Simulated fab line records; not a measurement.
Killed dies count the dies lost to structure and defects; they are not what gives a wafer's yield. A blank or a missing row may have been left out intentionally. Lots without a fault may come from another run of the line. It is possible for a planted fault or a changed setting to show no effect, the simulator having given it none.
fab line records	flow nand-harc
record lots=24	wafers=72	last-day=25
route steps=1159 shown P_ZERO_WELL@67 P_GATE@143
lots with no fault: from the same line, run without faults
start-h: start of the lot's first displayed wafer, in hours after the record's first day	wait-h: hours since the lot's step before	" the same as in the row above	L1.1+2: a single row standing in for several wafers	- no value present, or no start provided	* or withheld: withheld	< > ~ a bound
route shown NAME@n: names a module that has steps shown in the file, with the first one's number in the route	usual: average and standard deviation across the fault-free wafers	same: alike in all rows	chamber/n: place in a boat	sites: per-site readings	_std_site: standard deviation across them	_edge_site: mean of outer sites minus mean of inner sites	radius-mm: for every site, how far away it sits from the centre of the wafer	mask NAME#n: copy n	behind: tool/chamber where the wafer was last shaped	hold: why the lot was held/for how many hours/how that ended	device: which transistor (n, p or np) failed to switch	end of line: the tests these same wafers got at the end of their route	a step without rows: its recipe alone	killed: at the first sort, the dies lost to defects and structure; wafer yield is something else	map: dies across one wafer; x = killed, . = not, _ = none there
set.NAME: the setting that was run; set.NAME@STEP: the one run at that earlier step	model.NAME: the simulator's own value behind a step, which no gauge read
one table for each step of the route and one row for each wafer, over a sample of lots
services: the hour from which a tool's chamber was out of use, counted from the record's first day as start-h (under 0 if before that day), plus the number of hours and why
## steps
# step NHARC_P_ZERO_WELL_RTA_42
# recipe temp-c=1100	time-s=300
# usual lamp-power-pct=35.7/1.7	wafer_temp_C_max=1107.0/1.6
lot.wafer	tool	chamber	start-h	wait-h	lamp-power-pct	wafer_temp_C_max
L074.3	rtp-anneal-01	0	19.15	-	37.3	1107.9
L074.4	"	0	"	"	37.3	1107.8
L074.5	"	0	"	"	37.3	1108.0
L075.1	rtp-anneal-01	0	25.04	-	37.5	1107.9
L075.4	"	0	"	"	37.4	1107.9
L075.5	"	0	"	"	37.5	1108.7
L076.2	rtp-anneal-01	0	31.05	-	37.4	1105.6
L076.4	"	0	"	"	37.3	1108.3
L076.6	"	0	"	"	37.4	1105.6
L077.1	rtp-anneal-02	0	37.03	-	34.0	1106.6
L077.2	"	0	"	"	34.0	1106.1
L077.6	"	0	"	"	34.0	1107.7
L078.3	rtp-anneal-01	0	43.05	-	37.4	1108.3
L078.4	"	0	"	"	37.5	1109.0
L078.6	"	0	"	"	37.4	1111.8
L079.1	rtp-anneal-02	0	48.81	-	34.1	1105.8
L079.2	"	0	"	"	34.1	1105.7
L079.5	"	0	"	"	34.1	1104.1
L080.3	rtp-anneal-01	0	55.14	-	37.4	1110.8
L080.4	"	0	"	"	37.4	1109.0
L080.5	"	0	"	"	37.4	1109.2
L081.4	rtp-anneal-02	0	61.11	-	34.1	1105.7
L081.5	"	0	"	"	34.1	1105.4
L081.6	"	0	"	"	34.1	1106.1
L082.1	rtp-anneal-01	0	66.88	-	37.4	1105.9
L082.2	"	0	"	"	37.5	1108.7
L082.4	"	0	"	"	37.4	1105.8
L083.2	rtp-anneal-02	0	73.00	-	34.1	1105.0
L083.3	"	0	"	"	34.0	1104.1
L083.5	"	0	"	"	34.0	1106.4
L084.1	rtp-anneal-01	0	79.07	-	37.5	1106.1
L084.4	"	0	"	"	37.4	1108.9
L084.5	"	0	"	"	37.4	1108.2
L085.1	rtp-anneal-01	0	85.00	-	37.5	1106.2
L085.2	"	0	"	"	37.4	1109.9
L085.4	"	0	"	"	37.4	1108.0
L086.1	rtp-anneal-01	0	91.03	-	37.3	1107.8
L086.2	"	0	"	"	37.3	1107.3
L086.4	"	0	"	"	37.2	1109.2
L087.2	rtp-anneal-01	0	97.14	-	37.3	1110.4
L087.4	"	0	"	"	37.5	1109.4
L087.5	"	0	"	"	37.4	1107.6
L088.2	rtp-anneal-01	0	103.02	-	37.4	1107.3
L088.4	"	0	"	"	37.4	1105.8
L088.5	"	0	"	"	37.4	1106.8
L089.1	rtp-anneal-02	0	108.93	-	34.0	1105.6
L089.3	"	0	"	"	34.0	1110.2
L089.4	"	0	"	"	34.0	1107.2
L090.1	rtp-anneal-02	0	114.58	-	34.1	1105.8
L090.3	"	0	"	"	34.1	1107.9
L090.6	"	0	"	"	34.0	1105.5
L091.2	rtp-anneal-02	0	120.89	-	34.1	1106.0
L091.3	"	0	"	"	34.0	1107.5
L091.4	"	0	"	"	34.0	1107.7
L092.3	rtp-anneal-02	0	127.21	-	34.0	1108.3
L092.4	"	0	"	"	34.0	1107.7
L092.6	"	0	"	"	34.0	1106.4
L093.1	rtp-anneal-01	0	133.18	-	37.4	1105.6
L093.3	"	0	"	"	37.4	1108.6
L093.6	"	0	"	"	37.4	1107.9
L094.2	rtp-anneal-02	0	139.08	-	33.9	1104.8
L094.3	"	0	"	"	33.9	1106.4
L094.4	"	0	"	"	34.0	1108.2
L095.1	rtp-anneal-02	0	144.82	-	34.0	1106.8
L095.2	"	0	"	"	34.1	1106.3
L095.4	"	0	"	"	34.1	1105.1
L096.1	rtp-anneal-02	0	151.39	-	34.0	1108.5
L096.3	"	0	"	"	33.9	1105.2
L096.5	"	0	"	"	34.0	1105.6
L097.1	rtp-anneal-02	0	156.77	-	34.0	1105.1
L097.4	"	0	"	"	34.0	1106.6
L097.6	"	0	"	"	34.1	1105.9
# step NHARC_P_GATE_INSPECT_28
# usual raw-defect-count=6/3.1
lot.wafer	tool	chamber	start-h	wait-h	raw-defect-count
L074.3	defect-inspect-02	-	84.45	0.0	6
L074.4	"	-	"	"	11
L074.5	"	-	"	"	10
L075.1	defect-inspect-01	-	93.66	0.0	9
L075.4	"	-	"	"	6
L075.5	"	-	"	"	1
L076.2	defect-inspect-02	-	101.59	0.0	8
L076.4	"	-	"	"	5
L076.6	"	-	"	"	7
L077.1	defect-inspect-02	-	102.31	0.0	3
L077.2	"	-	"	"	3
L077.6	"	-	"	"	8
L079.1	defect-inspect-02	-	114.76	0.0	4
L079.2	"	-	"	"	8
L079.5	"	-	"	"	13
L078.3	defect-inspect-01	-	115.41	0.0	3
L078.4	"	-	"	"	8
L078.6	"	-	"	"	9
L080.3	defect-inspect-02	-	125.42	0.0	13
L080.4	"	-	"	"	11
L080.5	"	-	"	"	6
L081.4	defect-inspect-01	-	126.22	0.0	12
L081.5	"	-	"	"	8
L081.6	"	-	"	"	6
L082.1	defect-inspect-02	-	137.05	0.1	7
L082.2	"	-	"	"	8
L082.4	"	-	"	"	9
L083.2	defect-inspect-02	-	137.68	0.0	10
L083.3	"	-	"	"	3
L083.5	"	-	"	"	6
L085.1	defect-inspect-02	-	149.94	0.0	13
L085.2	"	-	"	"	7
L085.4	"	-	"	"	10
L084.1	defect-inspect-01	-	150.09	0.0	8
L084.4	"	-	"	"	0
L084.5	"	-	"	"	4
L086.1	defect-inspect-02	-	166.84	0.0	6
L086.2	"	-	"	"	5
L086.4	"	-	"	"	5
L087.2	defect-inspect-02	-	167.36	0.0	2
L087.4	"	-	"	"	4
L087.5	"	-	"	"	2
L088.2	defect-inspect-02	-	173.03	0.0	6
L088.4	"	-	"	"	11
L088.5	"	-	"	"	6
L089.1	defect-inspect-02	-	177.71	0.0	6
L089.3	"	-	"	"	5
L089.4	"	-	"	"	7
L090.1	defect-inspect-01	-	178.45	0.0	7
L090.3	"	-	"	"	9
L090.6	"	-	"	"	4
L091.2	defect-inspect-02	-	190.63	0.0	8
L091.3	"	-	"	"	10
L091.4	"	-	"	"	7
L092.3	defect-inspect-02	-	191.42	0.0	7
L092.4	"	-	"	"	6
L092.6	"	-	"	"	8
L093.1	defect-inspect-02	-	202.21	0.0	1
L093.3	"	-	"	"	2
L093.6	"	-	"	"	2
L094.2	defect-inspect-01	-	203.11	0.0	4
L094.3	"	-	"	"	6
L094.4	"	-	"	"	4
L095.1	defect-inspect-02	-	214.94	0.0	3
L095.2	"	-	"	"	4
L095.4	"	-	"	"	7
L097.1	defect-inspect-01	-	222.64	0.0	6
L097.4	"	-	"	"	2
L097.6	"	-	"	"	11
L096.1	defect-inspect-02	-	223.14	0.0	12
L096.3	"	-	"	"	6
L096.5	"	-	"	"	8
# step NHARC_P_GATE_ETCH_104
# recipe target-depth-a=600	time-s=withheld	cf4-flow-sccm=100	chf3-flow-sccm=30	ar-flow-sccm=0	rf-w=500	bias-w=200	chemistry=CF4/CHF3
# usual cf4-flow-sccm=99.94/0.29	drypump-motor-current-A=5.4/0.41	oes-product-au=0.953/0.019	rf-vpp-V=370.5/1.8	showerhead-plenum-p-Torr=1.57/0.045	throttle-valve-pct=16.804/0.0087
lot.wafer	tool	chamber	start-h	wait-h	cf4-flow-sccm	drypump-motor-current-A	oes-product-au	rf-vpp-V	showerhead-plenum-p-Torr	throttle-valve-pct
L074.4	rie-diel-04	2	84.60	0.1	99.62	5.8	0.953	369.5	1.57	16.801
L074.3	"	1	"	"	99.74	4.9	0.952	371.3	1.59	16.786
L074.5	"	2	"	"	100.15	5.8	0.950	370.9	1.57	16.795
L075.1	rie-diel-02	0	93.86	0.1	99.88	6.0	0.952	370.5	1.57	16.819
L075.4	"	2	"	"	99.37	5.2	0.956	366.7	1.48	16.812
L075.5	"	1	"	"	99.97	5.5	0.946	373.5	1.62	16.798
L076.4	rie-diel-04	1	101.74	0.1	100.10	5.0	0.939	372.2	1.59	16.792
L076.2	"	2	"	"	100.00	5.8	0.950	372.0	1.57	16.804
L076.6	"	3	"	"	100.24	5.3	0.957	368.4	1.52	16.796
L077.2	rie-diel-12	1	102.47	0.1	100.35	4.7	0.960	372.9	1.66	16.815
L077.1	"	3	"	"	99.64	6.2	0.990	368.3	1.52	16.788
L077.6	"	1	"	"	100.18	4.7	0.963	373.8	1.66	16.817
L079.2	rie-diel-12	0	114.92	0.1	100.03	5.5	0.929	371.1	1.58	16.802
L079.1	"	3	"	"	100.03	6.2	0.934	367.2	1.52	16.804
L079.5	"	1	"	"	100.19	4.7	0.919	372.0	1.66	16.796
L078.3	rie-diel-02	2	115.56	0.1	99.80	5.2	0.959	367.5	1.48	16.799
L078.4	"	3	"	"	100.14	5.4	0.957	370.6	1.59	16.797
L078.6	"	2	"	"	99.78	5.2	0.963	366.2	1.48	16.796
L080.4	rie-diel-02	1	125.70	0.2	100.44	5.5	0.953	371.9	1.61	16.801
L080.3	"	3	"	"	99.67	5.4	0.946	370.5	1.59	16.810
L080.5	"	0	"	"	100.05	5.9	0.958	370.6	1.57	16.812
L081.4	rie-diel-04	0	126.46	0.1	100.10	5.6	0.938	371.5	1.58	16.800
L081.6	"	2	"	"	99.68	5.9	0.968	371.7	1.57	16.798
L081.5	"	3	"	"	100.05	5.2	0.958	368.3	1.52	16.803
L082.4	rie-diel-04	2	137.27	0.1	99.93	5.9	0.964	370.7	1.57	16.806
L082.1	"	0	"	"	99.45	5.6	0.938	370.7	1.58	16.799
L082.2	"	1	"	"	100.00	4.9	0.965	370.7	1.59	16.785
L083.3	rie-diel-12	3	137.83	0.1	99.47	6.2	0.983	368.5	1.52	16.786
L083.2	"	1	"	"	99.95	4.7	0.950	373.8	1.66	16.818
L083.5	"	3	"	"	100.02	6.2	0.990	368.7	1.52	16.794
L085.2	rie-diel-04	2	150.11	0.1	99.65	5.8	0.941	371.3	1.57	16.810
L085.1	"	3	"	"	99.67	5.2	0.947	369.4	1.52	16.796
L085.4	"	0	"	"	100.39	5.6	0.935	370.6	1.58	16.793
L084.4	rie-diel-02	0	150.24	0.1	100.08	5.9	0.915	370.5	1.56	16.814
L084.1	"	2	"	"	100.16	5.2	0.944	366.6	1.47	16.802
L084.5	"	0	"	"	100.28	5.9	0.910	371.7	1.56	16.807
L086.1	rie-diel-02	3	167.04	0.1	100.06	5.4	0.949	370.2	1.59	16.806
L086.2	"	0	"	"	99.94	5.9	0.947	371.0	1.56	16.806
L086.4	"	1	"	"	100.34	5.5	0.974	371.9	1.61	16.795
L087.2	rie-diel-04	2	167.53	0.1	100.38	5.8	0.937	369.2	1.57	16.807
L087.4	"	0	"	"	99.71	5.6	0.907	371.8	1.58	16.794
L087.5	"	1	"	"	99.79	4.9	0.932	370.8	1.59	16.809
L088.2	rie-diel-02	3	173.18	0.1	99.87	5.4	0.946	372.5	1.59	16.801
L088.4	"	1	"	"	99.93	5.5	0.961	372.1	1.61	16.806
L088.5	"	3	"	"	99.89	5.4	0.956	371.0	1.59	16.805
L089.1	rie-diel-04	2	177.86	0.1	99.89	5.8	0.966	370.5	1.57	16.798
L089.4	"	3	"	"	99.69	5.2	0.954	368.2	1.52	16.790
L089.3	"	1	"	"	99.87	4.9	0.959	371.1	1.58	16.811
L090.3	rie-diel-12	2	178.60	0.1	100.30	5.2	0.982	369.8	1.55	16.797
L090.1	"	3	"	"	100.02	6.2	0.975	369.1	1.51	16.797
L090.6	"	0	"	"	99.96	5.5	0.946	370.9	1.57	16.808
L091.2	rie-diel-02	1	190.78	0.1	100.06	5.5	0.976	371.7	1.61	16.814
L091.3	"	2	"	"	99.79	5.2	0.966	366.7	1.47	16.790
L091.4	"	3	"	"	99.66	5.4	0.974	371.2	1.58	16.808
L092.3	rie-diel-12	1	191.57	0.1	100.06	4.7	0.962	374.0	1.65	16.814
L092.4	"	2	"	"	100.30	5.2	0.973	369.8	1.55	16.815
L092.6	"	0	"	"	100.10	5.5	0.975	370.0	1.57	16.803
L093.3	rie-diel-04	2	202.36	0.1	99.98	5.8	0.935	370.2	1.56	16.808
L093.1	"	3	"	"	99.62	5.2	0.924	369.6	1.51	16.796
L093.6	"	2	"	"	100.23	5.8	0.944	370.6	1.56	16.815
L094.3	rie-diel-02	1	203.25	0.1	100.09	5.5	0.962	371.4	1.61	16.803
L094.4	"	2	"	"	99.75	5.2	0.958	367.3	1.47	16.812
L094.2	"	0	"	"	100.13	6.0	0.955	370.2	1.56	16.814
L095.2	rie-diel-12	0	215.09	0.1	99.93	5.5	0.965	369.3	1.57	16.798
L095.4	"	1	"	"	99.71	4.7	0.968	373.1	1.65	16.807
L095.1	"	2	"	"	99.28	5.2	0.996	371.4	1.55	16.807
L097.1	rie-diel-04	0	222.96	0.2	99.72	5.6	0.913	370.2	1.58	16.801
L097.4	"	1	"	"	100.07	4.9	0.933	370.2	1.58	16.806
L097.6	"	0	"	"	99.75	5.6	0.921	369.4	1.58	16.796
L096.1	rie-diel-12	1	223.29	0.1	99.96	4.7	0.956	372.8	1.65	16.814
L096.3	"	3	"	"	100.14	6.2	0.970	370.2	1.51	16.803
L096.5	"	0	"	"	99.85	5.5	0.971	372.8	1.57	16.801
# step NHARC_P_GATE_CD_MEAS_33
# usual cd-nm=120.6/2.6
lot.wafer	tool	chamber	start-h	wait-h	cd-nm
L074.3	cd-sem-01	-	85.31	-	124.5
L074.4	"	-	"	"	119.2
L074.5	"	-	"	"	120.8
L075.1	cd-sem-01	-	94.61	-	120.2
L075.4	"	-	"	"	116.5
L075.5	"	-	"	"	116.6
L076.2	cd-sem-01	-	102.51	-	123.5
L076.4	"	-	"	"	118.8
L076.6	"	-	"	"	120.9
L077.1	cd-sem-03	-	103.17	-	118.6
L077.2	"	-	"	"	123.5
L077.6	"	-	"	"	121.2
L079.1	cd-sem-01	-	115.63	-	118.1
L079.2	"	-	"	"	120.8
L079.5	"	-	"	"	122.1
L078.3	cd-sem-03	-	116.29	-	127.1
L078.4	"	-	"	"	123.9
L078.6	"	-	"	"	119.7
L080.3	cd-sem-02	-	126.56	-	122.0
L080.4	"	-	"	"	124.1
L080.5	"	-	"	"	120.7
L081.4	cd-sem-01	-	127.29	-	118.1
L081.5	"	-	"	"	122.8
L081.6	"	-	"	"	120.2
L082.1	cd-sem-02	-	138.05	-	119.5
L082.2	"	-	"	"	120.1
L082.4	"	-	"	"	124.7
L083.2	cd-sem-02	-	138.85	-	119.4
L083.3	"	-	"	"	119.5
L083.5	"	-	"	"	118.1
L085.1	cd-sem-01	-	151.38	-	122.5
L085.2	"	-	"	"	122.3
L085.4	"	-	"	"	126.8
L084.1	cd-sem-01	-	151.53	-	119.2
L084.4	"	-	"	"	119.7
L084.5	"	-	"	"	118.3
L086.1	cd-sem-02	-	167.80	-	120.0
L086.2	"	-	"	"	118.7
L086.4	"	-	"	"	119.2
L087.2	cd-sem-03	-	168.54	-	124.3
L087.4	"	-	"	"	124.3
L087.5	"	-	"	"	125.2
L088.2	cd-sem-02	-	174.09	-	122.2
L088.4	"	-	"	"	118.7
L088.5	"	-	"	"	119.2
L089.1	cd-sem-03	-	178.58	-	118.4
L089.3	"	-	"	"	123.9
L089.4	"	-	"	"	116.2
L090.1	cd-sem-03	-	179.31	-	119.5
L090.3	"	-	"	"	119.6
L090.6	"	-	"	"	118.7
L091.2	cd-sem-02	-	191.51	-	117.3
L091.3	"	-	"	"	121.0
L091.4	"	-	"	"	116.2
L092.3	cd-sem-02	-	192.29	-	123.0
L092.4	"	-	"	"	119.0
L092.6	"	-	"	"	119.7
L093.1	cd-sem-01	-	203.07	-	115.8
L093.3	"	-	"	"	123.0
L093.6	"	-	"	"	115.5
L094.2	cd-sem-03	-	204.29	-	120.5
L094.3	"	-	"	"	118.6
L094.4	"	-	"	"	123.7
L095.1	cd-sem-01	-	215.81	-	117.0
L095.2	"	-	"	"	122.1
L095.4	"	-	"	"	121.3
L096.1	cd-sem-02	-	224.00	-	121.3
L096.3	"	-	"	"	119.9
L096.5	"	-	"	"	126.4
L097.1	cd-sem-01	-	224.04	-	124.9
L097.4	"	-	"	"	120.2
L097.6	"	-	"	"	121.2
# step NHARC_P_GATE_ETCHBACK_37
# recipe target-depth-a=345	time-s=17.2	chf3-flow-sccm=50	o2-flow-sccm=10	ar-flow-sccm=200	rf-w=500	bias-w=200	chemistry=CHF3/O2
# usual drypump-motor-current-A=5.4/0.48	oes-product-au=0.96/0.04	rf-vpp-V=370.6/1.8	showerhead-plenum-p-Torr=2.40/0.073	throttle-valve-pct=20.571/0.0098
lot.wafer	tool	chamber	start-h	wait-h	drypump-motor-current-A	oes-product-au	rf-hours-counter-h	rf-vpp-V	showerhead-plenum-p-Torr	throttle-valve-pct
L074.3	rie-diel-12	0	-	-	5.5	0.93	10	371.2	2.41	20.554
L074.4	"	3	"	"	6.2	0.93	10	369.0	2.32	20.571
L074.5	"	1	"	"	4.7	0.92	-	372.1	2.53	20.585
L075.1	rie-diel-12	1	-	-	4.7	0.92	10	373.6	2.53	20.581
L075.4	"	2	"	"	5.2	0.93	10	368.0	2.37	20.573
L075.5	"	0	"	"	5.5	0.92	-	370.0	2.41	20.576
L076.4	rie-diel-12	3	-	-	6.2	0.93	11	369.3	2.32	20.562
L076.2	"	1	"	"	4.7	0.91	12	373.8	2.53	20.572
L076.6	"	3	"	"	6.2	0.94	-	368.0	2.32	20.559
L077.2	rie-diel-12	3	-	-	6.2	0.94	12	369.0	2.31	20.582
L077.1	"	2	"	"	5.1	0.94	12	369.0	2.37	20.586
L077.6	"	1	"	"	4.7	0.92	-	373.0	2.53	20.570
L079.1	rie-diel-12	2	-	-	5.1	0.94	15	368.3	2.37	20.573
L079.2	"	3	"	"	6.1	0.93	15	369.4	2.31	20.555
L079.5	"	1	"	"	4.7	0.92	-	373.6	2.53	20.564
L078.3	rie-diel-04	2	-	-	5.8	1.00	2	370.5	2.40	20.567
L078.4	"	0	"	"	5.6	0.99	1	371.3	2.42	20.579
L078.6	"	2	"	"	5.9	1.02	-	372.1	2.40	20.587
L080.3	rie-diel-04	1	-	-	5.0	1.01	4	371.9	2.43	20.552
L080.4	"	2	"	"	5.8	1.01	4	370.5	2.40	20.565
L080.5	"	2	"	"	5.9	1.02	-	369.7	2.40	20.575
L081.4	rie-diel-12	2	-	-	5.2	1.02	17	370.1	2.37	20.593
L081.6	"	2	"	"	5.1	1.01	-	369.0	2.37	20.572
L081.5	"	3	"	"	6.2	1.01	-	369.0	2.31	20.574
L082.2	rie-diel-04	0	-	-	5.6	0.91	9	371.8	2.41	20.568
L082.1	"	2	"	"	5.8	0.94	10	372.3	2.39	20.567
L082.4	"	1	"	"	4.9	0.93	-	371.0	2.42	20.567
L083.3	rie-diel-04	2	-	-	5.8	1.01	11	370.2	2.39	20.553
L083.2	"	0	"	"	5.6	0.99	10	370.5	2.41	20.565
L083.5	"	1	"	"	4.9	1.01	-	370.9	2.42	20.583
L085.2	rie-diel-12	1	-	-	4.7	0.91	24	373.6	2.53	20.566
L085.4	"	2	"	"	5.1	0.93	24	370.5	2.37	20.562
L085.1	"	3	"	"	6.2	0.92	24	368.1	2.31	20.557
L084.4	rie-diel-12	0	-	-	5.5	1.00	23	371.1	2.40	20.565
L084.1	"	1	"	"	4.7	0.99	24	372.9	2.53	20.554
L084.5	"	0	"	"	5.5	0.99	-	371.4	2.40	20.564
L086.1	rie-diel-12	2	-	-	5.2	0.93	26	369.8	2.37	20.563
L086.4	"	3	"	"	6.2	0.93	26	369.2	2.31	20.580
L086.2	"	0	"	"	5.5	0.92	26	370.8	2.40	20.562
L087.2	rie-diel-04	2	-	-	5.9	0.94	22	371.0	2.39	20.554
L087.4	"	0	"	"	5.6	0.90	21	370.3	2.41	20.571
L087.5	"	2	"	"	5.9	0.93	-	369.8	2.39	20.569
L088.2	rie-diel-02	1	-	-	5.5	0.94	9	371.1	2.45	20.584
L088.4	"	2	"	"	5.2	0.93	8	367.3	2.24	20.562
L088.5	"	1	"	"	5.5	0.94	-	372.4	2.45	20.565
L089.3	rie-diel-12	2	-	-	5.2	1.00	27	371.4	2.37	20.560
L089.4	"	3	"	"	6.2	1.01	27	367.5	2.31	20.576
L089.1	"	0	"	"	5.5	1.00	27	369.6	2.40	20.565
L090.3	rie-diel-12	2	-	-	5.2	0.93	27	370.0	2.37	20.561
L090.1	"	0	"	"	5.5	0.92	27	369.8	2.40	20.572
L090.6	"	2	"	"	5.2	0.92	-	369.9	2.36	20.566
L091.4	rie-diel-02	0	-	-	6.0	0.93	14	371.3	2.38	20.578
L091.3	"	1	"	"	5.5	0.94	14	373.1	2.45	20.567
L091.2	"	2	"	"	5.2	0.94	15	366.6	2.24	20.569
L092.4	rie-diel-02	0	-	-	5.9	0.93	14	369.6	2.38	20.552
L092.3	"	2	"	"	5.2	0.94	16	367.6	2.24	20.580
L092.6	"	1	"	"	5.5	0.94	-	372.1	2.45	20.588
L093.3	rie-diel-02	3	-	-	5.4	1.00	21	370.9	2.41	20.564
L093.1	"	0	"	"	5.9	1.00	19	370.7	2.38	20.579
L093.6	"	3	"	"	5.4	1.00	-	372.1	2.41	20.571
L094.2	rie-diel-12	2	-	-	5.2	1.03	1	370.1	2.36	20.560
L094.3	"	3	"	"	6.2	1.01	1	369.4	2.31	20.559
L094.4	"	0	"	"	5.5	1.03	1	369.7	2.40	20.578
L095.4	rie-diel-04	3	-	-	5.2	0.99	33	368.3	2.31	20.584
L095.2	"	0	"	"	5.6	0.99	37	370.6	2.40	20.586
L095.1	"	2	"	"	5.8	1.02	40	369.0	2.38	20.577
L096.1	rie-diel-12	0	-	-	5.5	0.96	5	370.8	2.40	20.580
L096.3	"	1	"	"	4.7	0.95	4	373.4	2.53	20.569
L096.5	"	2	"	"	5.2	0.96	-	367.6	2.36	20.586
L097.4	rie-diel-12	0	-	-	5.5	1.02	5	369.9	2.40	20.556
L097.1	"	2	"	"	5.1	1.02	4	370.0	2.36	20.566
L097.6	"	0	"	"	5.5	1.02	-	369.8	2.40	20.576
# step NHARC_P_GATE_DESCUM_93
# recipe time-s=3	o2-flow-sccm=200	ar-flow-sccm=0	bias-power-w=0	chemistry=O2
# usual drypump-motor-current-A=5.4/0.38	oes-product-au=1.004/0.01	rf-vpp-V=57.8/0.8	showerhead-plenum-p-Torr=1.90/0.061	throttle-valve-pct=11.311/0.0094
# same bias-power-w=0
lot.wafer	tool	chamber	start-h	wait-h	drypump-motor-current-A	oes-product-au	rf-hours-counter-h	rf-vpp-V	showerhead-plenum-p-Torr	throttle-valve-pct
L074.3	rie-diel-02	2	99.84	-	5.2	1.016	39	58.1	1.79	11.315
L074.4	"	3	"	"	5.4	0.992	40	55.2	1.94	11.302
L074.5	"	1	"	"	5.5	1.004	-	57.7	1.97	11.305
L075.4	rie-diel-12	3	109.06	-	6.2	1.004	11	58.2	1.84	11.322
L075.1	"	1	"	"	4.7	0.990	12	56.9	2.02	11.316
L075.5	"	2	"	"	5.2	1.009	-	58.2	1.89	11.305
L076.2	rie-diel-12	0	117.09	-	5.5	0.997	12	58.0	1.92	11.315
L076.4	"	1	"	"	4.7	0.989	13	58.0	2.02	11.308
L076.6	"	0	"	"	5.5	0.978	-	58.5	1.92	11.314
L077.2	rie-diel-02	1	117.97	-	5.5	1.009	45	55.8	1.96	11.315
L077.1	"	2	"	"	5.2	1.004	43	58.1	1.79	11.305
L077.6	"	1	"	"	5.5	1.008	-	57.7	1.96	11.311
L079.1	rie-diel-04	2	130.11	-	5.9	1.009	3	57.3	1.91	11.309
L079.2	"	3	"	"	5.2	1.013	2	58.4	1.84	11.296
L079.5	"	2	"	"	5.8	1.010	-	59.2	1.91	11.319
L078.3	rie-diel-12	2	131.02	-	5.1	1.006	16	56.8	1.89	11.322
L078.4	"	3	"	"	6.1	1.004	16	58.4	1.84	11.304
L078.6	"	1	"	"	4.7	0.994	-	57.7	2.02	11.320
L080.3	rie-diel-02	1	141.15	-	5.5	1.009	55	58.3	1.96	11.299
L080.4	"	0	"	"	5.9	1.003	57	58.4	1.90	11.313
L080.5	"	2	"	"	5.2	1.009	-	57.0	1.79	11.314
L081.4	rie-diel-04	0	141.78	-	5.6	0.982	6	58.1	1.93	11.319
L081.5	"	2	"	"	5.8	1.014	-	58.1	1.91	11.297
L081.6	"	3	"	"	5.2	1.006	-	57.7	1.84	11.293
L082.4	rie-diel-04	2	152.74	-	5.8	1.012	12	57.5	1.91	11.332
L082.2	"	3	"	"	5.2	1.001	8	57.9	1.84	11.305
L082.1	"	0	"	"	5.6	0.984	11	59.0	1.92	11.315
L083.3	rie-diel-04	1	153.48	-	4.9	1.013	13	58.6	1.93	11.310
L083.2	"	0	"	"	5.6	0.983	11	57.1	1.92	11.320
L083.5	"	2	"	"	5.9	1.009	-	57.5	1.91	11.320
L085.1	rie-diel-12	1	165.92	-	4.7	0.975	25	57.9	2.02	11.313
L085.4	"	2	"	"	5.2	0.996	24	58.0	1.88	11.326
L085.2	"	0	"	"	5.5	0.985	24	56.8	1.91	11.314
L084.1	rie-diel-02	3	166.22	-	5.4	0.997	1	57.1	1.93	11.324
L084.4	"	1	"	"	5.5	1.006	1	59.3	1.96	11.317
L084.5	"	2	"	"	5.2	1.009	-	58.7	1.78	11.312
L086.2	rie-diel-02	2	182.24	-	5.2	1.012	8	56.4	1.78	11.313
L086.1	"	3	"	"	5.4	0.995	7	56.5	1.93	11.306
L086.4	"	1	"	"	5.5	1.013	9	59.2	1.96	11.310
L087.2	rie-diel-04	3	183.55	-	5.2	1.002	19	58.2	1.84	11.300
L087.4	"	0	"	"	5.6	0.995	23	57.7	1.92	11.323
L087.5	"	3	"	"	5.2	1.014	-	57.1	1.84	11.295
L088.2	rie-diel-12	2	189.08	-	5.2	1.011	27	57.1	1.88	11.315
L088.4	"	3	"	"	6.2	1.008	28	58.7	1.84	11.297
L088.5	"	0	"	"	5.5	1.008	-	57.4	1.91	11.305
L089.4	rie-diel-04	1	193.57	-	4.9	1.004	28	58.1	1.93	11.309
L089.3	"	3	"	"	5.2	1.011	22	57.4	1.84	11.308
L089.1	"	0	"	"	5.6	0.979	26	58.2	1.92	11.317
L090.1	rie-diel-04	2	193.76	-	5.9	1.009	27	57.1	1.90	11.312
L090.3	"	1	"	"	4.9	0.993	28	57.5	1.93	11.317
L090.6	"	2	"	"	5.8	1.011	-	58.0	1.90	11.287
L091.2	rie-diel-04	3	206.04	-	5.3	1.006	28	56.3	1.83	11.303
L091.3	"	0	"	"	5.6	0.991	31	58.6	1.92	11.305
L091.4	"	2	"	"	5.8	1.008	33	59.0	1.90	11.316
L092.3	rie-diel-04	1	206.85	-	4.9	1.010	34	58.1	1.92	11.321
L092.4	"	2	"	"	5.8	1.022	33	58.7	1.90	11.314
L092.6	"	1	"	"	4.9	1.003	-	58.7	1.92	11.307
L093.1	rie-diel-02	2	217.59	-	5.2	0.998	24	56.9	1.78	11.304
L093.3	"	0	"	"	5.9	1.018	21	57.5	1.89	11.298
L093.6	"	1	"	"	5.5	1.020	-	57.1	1.95	11.313
L094.3	rie-diel-12	1	219.07	-	4.7	1.010	2	59.0	2.02	11.300
L094.4	"	3	"	"	6.2	1.002	2	57.1	1.83	11.319
L094.2	"	0	"	"	5.5	1.011	2	57.3	1.91	11.319
L095.1	rie-diel-02	0	230.40	-	5.9	1.012	25	58.7	1.89	11.329
L095.2	"	1	"	"	5.5	1.020	26	59.1	1.95	11.304
L095.4	"	2	"	"	5.2	1.016	-	58.0	1.78	11.310
L096.1	rie-diel-02	3	238.86	-	5.4	1.002	27	57.6	1.92	11.293
L096.3	"	1	"	"	5.5	1.009	28	58.2	1.95	11.324
L096.5	"	2	"	"	5.2	1.010	-	57.7	1.78	11.321
L097.1	rie-diel-02	3	239.07	-	5.4	1.005	27	59.4	1.92	11.317
L097.4	"	2	"	"	5.2	1.017	30	57.7	1.78	11.319
L097.6	"	0	"	"	6.0	1.007	-	57.3	1.89	11.293
## services
tool	chamber	start-h	hours	kind
rie-diel-12	1	-1.00	1.4	repair
rie-diel-12	0	4.80	-	clean
rie-diel-12	1	4.80	-	clean
rie-diel-12	2	4.80	-	clean
rie-diel-12	3	4.80	-	clean
rie-diel-12	-	25.40	9.0	pm
rie-diel-12	0	25.40	9.0	vent-cycle
rie-diel-12	1	25.40	9.0	vent-cycle
rie-diel-12	2	25.40	10.6	vent-cycle
rie-diel-12	3	25.40	9.0	vent-cycle
rie-diel-12	0	34.40	-	clean
rie-diel-12	1	34.40	-	clean
rie-diel-12	3	34.40	-	clean
rie-diel-12	0	58.98	-	clean
rie-diel-12	1	58.98	-	clean
rie-diel-02	-	79.84	0.6	repair
rie-diel-04	-	111.91	9.0	pm
rie-diel-04	3	146.38	3.5	repair
rie-diel-02	-	151.53	9.0	pm
rie-diel-12	-	187.46	0.5	repair
rie-diel-12	1	196.11	8.9	repair
rie-diel-12	-	202.40	9.0	pm
rie-diel-02	3	229.59	5.3	repair
rie-diel-12	0	235.01	13.2	repair
## key
fault none
